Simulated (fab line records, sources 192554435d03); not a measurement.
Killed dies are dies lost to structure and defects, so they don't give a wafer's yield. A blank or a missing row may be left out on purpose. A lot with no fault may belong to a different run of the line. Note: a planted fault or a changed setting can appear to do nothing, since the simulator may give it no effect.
Which tool did it? ; flow n5 finfet ; 27 wafers sampled from 9 lots at 1 step of a route of 1938

## WHAT THE GAUGES SHOWED, per wafer
N5_BEOL_M9_CD_MEAS_18: pitch 140 nm, target cd 70 nm. Usual: cd nm reads 70.1 nm (standard deviation 0.48).
lot;measured;on;cd nm (nm);flag
L971;day 11 03:32;cd sem-03;70.3 69.6 70.2;
L972;day 11 13:49;cd sem-01;70.0 70.3 70.1;
L976;day 12 04:34;cd sem-02;70.6 70.5 70.2;
L978;day 13 06:42;cd sem-01;69.9 69.7 70.0;
L986;day 14 11:59;cd sem-03;69.8 70.0 69.6;
L984;day 14 17:11;cd sem-02;70.2 69.3 69.2;
L987;day 15 11:40;cd sem-01;71.1 70.8 70.8;
L990;day 16 00:35;cd sem-03;69.5 69.7 70.0;
L989;day 16 18:13;cd sem-02;70.4 70.3 70.5;

## WHAT TOOL EACH LOT RAN ON (gives the tool, then ch and the chambers of the sampled wafers, and finally the start)
Record: no process step prior to these readings.

## WHAT THE TOOLS THEMSELVES READ (means of the sampled wafers that have a number; where no wafer has one, the mark that the record gives instead)
The record holds no such reading with a usual standard deviation.

## THE ANSWER, worked out from the rows above alone
Rule: lot off if the mean of its wafers having a number is beyond 3 standard deviations from the usual mean. Also off: a lot with no number at a reading for which 4 or more lots have one. Where the step has rows for the other lots, those lots are counted as sound. The gauges are gone through in route order, then the tools' own readings, and for those a lot's mean is taken as printed above. The first step at which some lot is off is used, and at that step the reading that is off furthest; a lot without a number counts as furthest.
Across all readings shown, no lot is off: no conclusion can be drawn from this.

## WHAT THE SIMULATOR HAD INSERTED
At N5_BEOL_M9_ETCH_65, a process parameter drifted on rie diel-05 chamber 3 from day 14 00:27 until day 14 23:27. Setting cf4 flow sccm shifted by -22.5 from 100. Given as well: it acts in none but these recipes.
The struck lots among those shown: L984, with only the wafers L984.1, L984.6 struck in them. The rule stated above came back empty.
